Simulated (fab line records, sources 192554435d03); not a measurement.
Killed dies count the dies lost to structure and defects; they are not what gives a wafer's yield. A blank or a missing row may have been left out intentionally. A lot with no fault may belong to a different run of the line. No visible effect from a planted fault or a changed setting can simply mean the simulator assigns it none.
fab line records | flow n5-finfet
[record] lots = 12 wafers = 34 last-day = 18
route steps=1938 shown SDB@361 MIM_TOP_ETCH@1852 PASSIVATION@1907
lots with no fault: from the same line, run without faults
start-h: hours from the record's first day to the start of the lot's first wafer shown | wait-h: hours elapsed since this lot's preceding step | " as in the row above | L1.1+2: a single row standing in for several wafers | - either no value or no given start | * or withheld: withheld | < > ~ a bound
route shown NAME@n: a module of which the file shows steps, and the number in the route of the first | usual: mean/standard deviation of fault-free wafers | same: alike in all rows | chamber/n: place in a boat | sites: per-site readings | _std_site: standard deviation of those values | _edge_site: the outer-site mean with the inner-site mean subtracted | radius-mm: how far each site lies from the wafer's centre | mask NAME#n: copy n | behind: tool/chamber where the wafer was last shaped | hold: the reason the lot was held/the length of the hold in hours/how it ended | device: names the non-switching transistor (n, p or np) | end of line: at the end of the route, the tests of the same wafers | for a step that has no rows: nothing shown but its recipe | killed: dies that structure and defects cost at the first sort, which is not the same as the wafer's yield | map: a wafer's dies, x killed, . not, _ none there
set.NAME: the setting as run; set.NAME@STEP: as run at that earlier step | model.NAME: the simulator's own value behind a step, which no gauge read
steps of the route over a sample of lots; a table a step, a row a wafer
services: the hour from which a tool's chamber was out of use, counted from the record's first day as start-h (under 0 if before that day), plus the number of hours and why
[[steps]]
[step N5_SDB_ETCH_18]
[recipe] chemistry = N2/H2 target = SOC target-depth-a = 1000 overetch-a = 200 mask-material = SiARC temp-c = 40 time-s = 150 ion-energy-ev = 200 pressure-mtorr = 30 source-w = 840 bias-w = 150 n2-flow-sccm = 200 h2-flow-sccm = 200
[usual] drypump-motor-current-A = 5.8/0.61 oes-product-au = 0.72/0.079 rf-vpp-V = 522.6/2.1 showerhead-plenum-p-Torr = 2.50/0.068 throttle-valve-pct = 17.8/0.36
// columns lot.wafer tool chamber start-h wait-h drypump-motor-current-A oes-product-au rf-hours-counter-h rf-vpp-V showerhead-plenum-p-Torr throttle-valve-pct
L587.4 rie-diel-02 3 76.99 0.1 6.0 0.65 - 523.9 2.54 18.1
L587.5 " 0 " " 5.1 0.83 - 523.4 2.51 17.8
L587.6 " 2 " " 6.3 0.74 - 521.4 2.48 17.8
L588.2 rie-diel-06 1 82.96 0.0 5.9 0.64 225 519.9 2.39 17.6
L588.3 " 3 " " 6.5 0.68 140 527.9 2.67 18.1
L588.4 " 0 " " 4.9 0.65 174 519.3 2.43 18.3
L590.1 rie-diel-05 2 91.67 0.0 6.6 0.66 172 522.7 2.54 18.0
L590.4 " 0 " " 6.0 0.72 100 521.9 2.47 17.7
L590.6 " 1 " " 6.4 0.84 - 522.5 2.48 17.4
L592.3 rie-diel-02 0 102.93 0.0 5.0 0.81 25 522.2 2.51 17.8
L592.4 " 3 " " 5.9 0.65 192 525.0 2.53 18.1
L592.5 " 1 " " 5.5 0.84 - 522.8 2.49 17.2
L594.3 rie-diel-02 2 114.84 0.0 6.2 0.72 69 522.4 2.48 17.8
L594.4 " 3 " " 6.0 0.64 196 522.3 2.53 18.1
L594.5 " 0 " " 5.1 0.81 - 522.8 2.51 17.8
L595.2 rie-diel-02 0 118.23 0.0 5.0 0.80 31 520.6 2.51 17.8
L595.5 " 3 " " 6.0 0.64 - 523.2 2.53 18.1
L595.6 " 2 " " 6.2 0.73 - 522.3 2.48 17.8
L598.1 rie-diel-02 2 139.26 0.0 6.3 0.72 76 522.1 2.47 17.8
L598.3 " 3 " " 6.0 0.63 207 521.1 2.53 18.1
L598.5 " 3 " " 5.9 0.63 - 524.1 2.53 18.1
L600.1 rie-diel-02 0 151.47 0.0 5.1 0.91 38 522.7 2.50 17.8
L600.3 " 2 " " 6.2 0.72 82 522.0 2.47 17.8
L602.3 rie-diel-02 3 161.78 0.0 6.0 0.63 216 523.7 2.52 18.1
L602.5 " 3 " " 6.0 0.72 - 522.2 2.52 18.2
L606.1 rie-diel-02 1 186.72 0.0 5.5 0.87 38 521.7 2.47 17.2
L606.5 " 2 " " 6.3 0.79 - 521.7 2.47 17.9
L606.6 " 3 " " 6.0 0.63 - 521.7 2.52 18.2
L607.2 rie-diel-06 2 192.03 0.0 6.2 0.80 33 521.9 2.49 17.7
L607.3 " 0 " " 4.9 0.63 219 520.8 2.42 18.3
L607.4 " 1 " " 5.9 0.88 5 529.6 2.69 17.2
L609.3 rie-diel-06 0 204.97 0.0 4.9 0.63 223 520.5 2.42 18.3
L609.5 " 1 " " 5.9 0.85 - 529.1 2.69 17.2
L609.6 " 2 " " 6.2 0.80 - 521.9 2.48 17.7
[step N5_MIM_TOP_ETCH_STRIP_01]
[recipe] chemistry = O2 power-w = 600 temp-c = 60 pressure-mtorr = 30 rf-frequency-hz = 6e+07 bias-power-w = 0 overash-fraction = 0.5 o2-flow-sccm = 225
[usual] drypump-motor-current-A = 5.8/0.59 oes-product-au = 0.82/0.081 rf-vpp-V = 3.8/1.5 showerhead-plenum-p-Torr = 2.10/0.065 throttle-valve-pct = 16.68/0.27
[same] bias-power-w = 0
// columns lot.wafer tool chamber start-h wait-h drypump-motor-current-A oes-product-au rf-hours-counter-h rf-vpp-V showerhead-plenum-p-Torr throttle-valve-pct
L588.2 rie-diel-04 0 261.75 0.1 5.7 0.93 15 6.4 2.13 16.76
L588.3 " 2 " " 5.7 0.84 48 2.6 2.15 16.82
L588.4 " 3 " " 6.7 0.70 215 3.1 2.00 17.13
L587.4 rie-diel-01 0 265.24 0.1 4.7 0.86 70 3.6 2.11 16.46
L587.5 " 0 " " 4.7 0.86 - 1.7 2.11 16.42
L587.6 " 3 " " 6.4 0.85 - 4.5 2.04 16.52
L590.1 rie-diel-01 0 278.20 0.1 4.7 0.83 74 4.8 2.11 16.47
L590.4 " 1 " " 5.2 0.68 238 4.0 2.06 17.04
L590.6 " 2 " " 6.1 0.91 - 2.6 2.02 16.17
L592.3 rie-diel-01 0 307.14 0.3 4.7 0.82 81 3.5 2.11 16.46
L592.4 " 3 " " 6.4 0.84 93 2.8 2.03 16.52
L592.5 " 1 " " 5.2 0.68 - 3.5 2.06 17.06
L594.3 rie-diel-04 3 311.95 0.1 6.6 0.69 228 2.9 2.00 17.13
L594.4 " 0 " " 5.7 0.90 28 4.2 2.13 16.81
L594.5 " 1 " " 6.5 0.78 - 1.7 2.10 16.73
L595.2 rie-diel-04 2 323.87 0.1 5.7 0.83 63 4.3 2.15 16.81
L595.5 " 0 " " 5.7 0.88 - 5.8 2.13 16.78
L595.6 " 1 " " 6.5 0.78 - 2.1 2.10 16.72
L598.1 rie-diel-04 2 324.52 0.2 5.7 0.82 64 2.6 2.15 16.83
L598.3 " 3 " " 6.6 0.68 232 2.8 2.00 17.17
L598.5 " 2 " " 5.7 0.83 - 4.4 2.15 16.88
L602.3 rie-diel-04 2 361.68 0.1 5.7 0.82 74 4.2 2.14 16.85
L600.3 rie-diel-01 2 366.85 0.1 6.1 0.87 71 1.8 2.01 16.24
L606.6 rie-diel-04 2 386.47 0.0 5.7 0.80 - 5.8 2.14 16.88
L607.2 rie-diel-01 0 398.59 0.1 4.7 0.82 110 4.0 2.09 16.51
L607.3 " 2 " " 6.1 0.86 80 2.4 2.01 16.20
L607.4 " 3 " " 6.4 0.81 116 4.3 2.02 16.58
L609.3 rie-diel-04 1 424.98 0.1 6.6 0.75 175 2.8 2.09 16.75
L609.5 " 2 " " 5.7 0.79 - 3.6 2.14 16.92
L609.6 " 3 " " 6.6 0.93 - 3.8 2.25 16.70
[step N5_PASSIVATION_INSPECT_64]
[recipe] mode = adi inspect-instrument = macro
[usual] raw-defect-count = 1.8/1.4
// columns lot.wafer tool chamber start-h wait-h raw-defect-count
L588.2 defect-inspect-02 - 266.75 0.0 2
L588.3 " - " " 2
L588.4 " - " " 2
L587.4 defect-inspect-02 - 270.69 0.0 3
L587.5 " - " " 1
L587.6 " - " " 3
L590.1 defect-inspect-02 - 284.11 0.0 3
L590.4 " - " " 6
L590.6 " - " " 2
L592.3 defect-inspect-01 - 310.92 0.0 5
L592.4 " - " " 1
L592.5 " - " " 1
L594.3 defect-inspect-01 - 315.34 0.0 6
L594.4 " - " " 2
L594.5 " - " " 1
L598.1 defect-inspect-01 - 332.01 0.0 2
L598.3 " - " " 1
L598.5 " - " " 0
L595.2 defect-inspect-01 - 334.59 0.0 0
L595.5 " - " " 3
L595.6 " - " " 1
L602.3 defect-inspect-02 - 367.73 0.0 1
L600.3 defect-inspect-01 - 370.76 0.0 0
L606.6 defect-inspect-02 - 394.10 0.0 2
L607.2 defect-inspect-02 - 405.51 0.0 1
L607.3 " - " " 1
L607.4 " - " " 2
L609.3 defect-inspect-01 - 432.62 0.0 2
L609.5 " - " " 0
L609.6 " - " " 4
[step N5_PASSIVATION_DESCUM_46]
[recipe] chemistry = O2 time-s = 7.9 source-power-w = 50 bias-power-w = 20 pressure-mtorr = 20 rf-frequency-hz = 2.712e+07 temp-c = 40 o2-flow-sccm = 225
[usual] bias-power-w = 20.00/0.063 drypump-motor-current-A = 5.8/0.57 oes-product-au = 0.81/0.078 rf-vpp-V = 242.5/1.3 showerhead-plenum-p-Torr = 2.05/0.064 throttle-valve-pct = 20.35/0.23
// columns lot.wafer tool chamber start-h wait-h bias-power-w drypump-motor-current-A oes-product-au rf-hours-counter-h rf-vpp-V showerhead-plenum-p-Torr throttle-valve-pct
L588.2 rie-diel-06 3 268.66 0.0 20.14 6.4 0.70 213 245.2 2.16 20.69
L588.3 " 1 " " 19.91 5.9 0.91 34 245.5 2.23 20.15
L588.4 " 0 " " 20.02 4.9 0.68 244 242.1 1.97 20.91
L587.4 rie-diel-02 1 272.90 0.0 20.03 5.5 0.82 - 242.7 2.03 19.97
L587.5 " 3 " " 20.00 6.0 0.97 - 241.3 2.05 20.26
L587.6 " 2 " " 20.01 6.2 0.75 - 243.2 2.02 20.51
L590.1 rie-diel-02 0 286.12 0.1 20.06 5.0 0.83 82 241.4 2.05 20.45
L590.4 " 3 " " 20.06 5.9 0.95 5 243.6 2.05 20.28
L590.6 " 1 " " 19.99 5.5 0.81 - 242.8 2.03 19.97
L592.3 rie-diel-02 3 312.82 0.0 19.97 5.9 0.91 13 243.5 2.05 20.29
L592.4 " 1 " " 20.06 5.5 0.79 85 242.3 2.03 19.99
L592.5 " 2 " " 19.86 6.2 0.73 - 240.9 2.02 20.53
L594.3 rie-diel-05 0 317.11 0.0 19.91 6.0 0.74 175 242.0 1.99 20.26
L594.4 " 3 " " 20.10 4.9 0.79 - 242.1 2.03 20.04
L594.5 " 0 " " 19.92 6.0 0.74 - 243.2 1.99 20.27
L598.1 rie-diel-02 0 333.78 0.0 20.05 5.0 0.81 96 243.0 2.04 20.46
L598.3 " 2 " " 19.97 6.2 0.72 145 242.9 2.02 20.53
L598.5 " 0 " " 20.05 5.0 0.81 - 242.0 2.04 20.47
L595.2 rie-diel-05 0 336.61 0.0 19.86 6.0 0.73 183 241.9 1.99 20.29
L595.5 " 1 " " 20.02 6.4 0.84 - 242.1 2.03 20.37
L595.6 " 0 " " 19.98 6.0 0.73 - 241.8 1.99 20.27
L602.3 rie-diel-06 3 370.37 0.4 19.96 6.4 0.67 247 244.1 2.15 20.74
L600.3 rie-diel-05 3 373.62 0.0 20.07 4.9 0.75 113 243.4 2.02 20.07
L606.6 rie-diel-05 2 395.91 0.0 19.98 6.6 0.92 - 244.2 2.07 20.33
L607.2 rie-diel-06 1 407.62 0.0 20.02 5.9 0.83 87 245.2 2.21 20.21
L607.3 " 0 " " 20.03 4.9 0.87 30 244.7 2.22 20.51
L607.4 " 0 " " 19.92 4.9 0.86 - 246.7 2.22 20.52
L609.3 rie-diel-02 3 434.46 0.0 20.02 6.0 0.86 47 242.1 2.03 20.34
L609.5 " 2 " " 19.97 6.3 0.71 - 240.4 2.01 20.57
L609.6 " 3 " " 20.12 6.0 0.86 - 242.0 2.03 20.34
[step N5_PASSIVATION_PROBE_49]
[usual] killed_at_M0_to_M3 = 36/10 killed_at_M4_up = 13/5.5 killed-at-contacts = 12/5.6 killed-at-front-end = 42/12 killed-at-other = 4/3.2 killed-dies = 108/18 killed-on-rim = 15/4.1 killed-open = 71/13 killed-short = 34/7.8
[same] gross-dies = 1180 killed-at-back-side = 0
// columns lot.wafer tool chamber start-h wait-h killed_at_M0_to_M3 killed_at_M4_up killed-at-contacts killed-at-front-end killed-at-other killed-dies killed-on-rim killed-open killed-short
L602.3 prober-01 - 373.51 0.1 41 7 14 19 0 81 9 52 26
L602.5 prober-01 - 373.61 0.2 48 9 6 927 7 997 78 55 41
L600.1 prober-01 - 376.66 0.0 33 5 8 674 4 724 39 70 36
L600.3 prober-01 - 376.76 0.1 26 4 18 70 4 122 16 92 29
L606.1 prober-02 - 398.95 0.0 37 19 12 989 0 1057 97 73 41
L606.5 prober-02 - 399.15 0.2 40 8 10 845 2 905 82 73 46
L606.6 prober-02 - 399.20 0.3 41 9 20 47 6 123 19 83 39
// killed by level:class
L602.3 BEOL_M0_SAQP:geometric-particle:short=14 BEOL_M2:geometric-particle:open=12 MOL_CONTACT_COAG:geometric-particle:open=10 BEOL_M0_SAQP:geometric-particle:open=10 MOL_CONTACT_COAG:geometric-particle:short=4 STARTING-WAFER:geometric-particle:open=4 BEOL_M4:geometric-particle:open=4 GATE_CUT:geometric-particle:short=3
L602.5 SDB:area-etch=899 BEOL_M0_SAQP:geometric-particle:open=16 BEOL_M0_SAQP:geometric-particle:short=8 FIN_SAQP:geometric-particle:open=5 DUMMY_GATE:geometric-particle:open=5 BEOL_M1:geometric-particle:open=5 BEOL_M3:geometric-particle:open=5 MOL_CONTACT_COAG:geometric-particle:open=4
L600.1 SDB:area-etch=614 FIN_SAQP:geometric-particle:open=19 STI_FIN_REVEAL:geometric-particle:open=15 BEOL_M0_SAQP:geometric-particle:short=12 MOL_CONTACT_COAG:geometric-particle:open=8 FIN_SAQP:geometric-particle:short=7 BEOL_M0_SAQP:geometric-particle:open=7 BEOL_M1:geometric-particle:open=4
L600.3 FIN_SAQP:geometric-particle:open=33 MOL_CONTACT_COAG:geometric-particle:open=16 FIN_SAQP:geometric-particle:short=12 STI_FIN_REVEAL:geometric-particle:open=7 BEOL_M0_SAQP:geometric-particle:short=6 GATE_CUT:geometric-particle:open=5 BEOL_M1:geometric-particle:open=5 BEOL_M3:geometric-particle:open=5
L606.1 SDB:area-etch=942 STI_FIN_REVEAL:geometric-particle:open=14 BEOL_M0_SAQP:geometric-particle:short=13 MOL_CONTACT_COAG:geometric-particle:open=11 BEOL_M4:geometric-particle:open=9 FIN_SAQP:geometric-particle:open=7 BEOL_M0_SAQP:geometric-particle:open=7 FIN_SAQP:geometric-particle:short=6
L606.5 SDB:area-etch=786 FIN_SAQP:geometric-particle:short=17 FIN_SAQP:geometric-particle:open=13 BEOL_M0_SAQP:geometric-particle:short=11 BEOL_M0_SAQP:geometric-particle:open=10 MOL_CONTACT_COAG:geometric-particle:open=8 STI_FIN_REVEAL:geometric-particle:open=7 BEOL_M2:geometric-particle:open=7
L606.6 MOL_CONTACT_COAG:geometric-particle:open=15 BEOL_M0_SAQP:geometric-particle:short=13 BEOL_M0_SAQP:geometric-particle:open=11 STI_FIN_REVEAL:geometric-particle:open=10 BEOL_M2:geometric-particle:open=10 FIN_SAQP:geometric-particle:open=9 FIN_SAQP:geometric-particle:short=6 BEOL_M3:geometric-particle:open=6
[[services]]
// columns tool chamber start-h hours kind
rie-diel-06 3 55.70 20.6 repair
rie-diel-01 - 61.20 4.3 pm
rie-diel-06 2 89.66 4.8 repair
rie-diel-02 0 126.72 16.1 repair
rie-diel-04 1 129.49 9.0 repair
rie-diel-04 0 130.52 10.4 repair
rie-diel-04 1 139.52 4.0 repair
rie-diel-06 2 197.89 1.5 repair
rie-diel-02 1 198.27 1.6 repair
rie-diel-06 0 220.63 6.6 repair
rie-diel-04 1 221.30 13.8 repair
rie-diel-02 - 229.71 0.5 repair
rie-diel-02 0 264.49 9.9 repair
rie-diel-04 2 273.35 7.5 repair
rie-diel-06 3 328.29 2.5 repair
rie-diel-04 1 328.93 6.7 repair
rie-diel-02 - 381.76 0.5 repair
rie-diel-06 3 382.22 2.3 repair
rie-diel-06 2 382.64 11.7 repair
rie-diel-06 0 392.19 4.8 repair
rie-diel-04 2 403.20 10.2 repair
rie-diel-02 - 413.98 13.0 repair
rie-diel-04 2 430.48 7.6 repair
rie-diel-06 - 434.39 2.8 pm
[[key]]
[first-sign] step = N5_PASSIVATION_PROBE_49 reading = killed-at-front-end direction = up sigmas = 67 usual = 42 struck = 859
[effect] step = N5_PASSIVATION_PROBE_49 reading = killed-dies direction = up sigmas = 45 usual = 108 struck = 921
[more-kills-born-at] N5_SDB_ETCH_18@rie-diel-02 = 3241
met-at N5_SDB_ETCH_18
struck-lots L600,L602,L606
struck-wafers L600.1,L602.5,L606.1,L606.5
later-rows-left-out L600.1,L602.5,L606.1,L606.5
tester-left-out L600,L602,L606
not-acting-at N5_MIM_TOP_ETCH_STRIP_01,N5_PASSIVATION_INSPECT_64,N5_PASSIVATION_DESCUM_46
onset-between 139.26 151.47
[fault] kind = process-parameter-drift tool = rie-diel-02 chamber = - onset-h = 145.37 steps = N5_SDB_ETCH_18 channel = time-s offset = * shape = step end-h = 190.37 scope = struck-wafers-only acts-in = * stated = *
// tester-left-out: of these lots the tester's yield and bins aren't shown, on N5 and GAA mostly nor the transistor test; their killed dies are dies lost to structure and defects alone, not to doping, threshold or leakage, so they don't give the yield
// later-rows-left-out: the simulator's readings of these wafers behind a module that went badly wrong aren't trusted and aren't shown, but for the sort
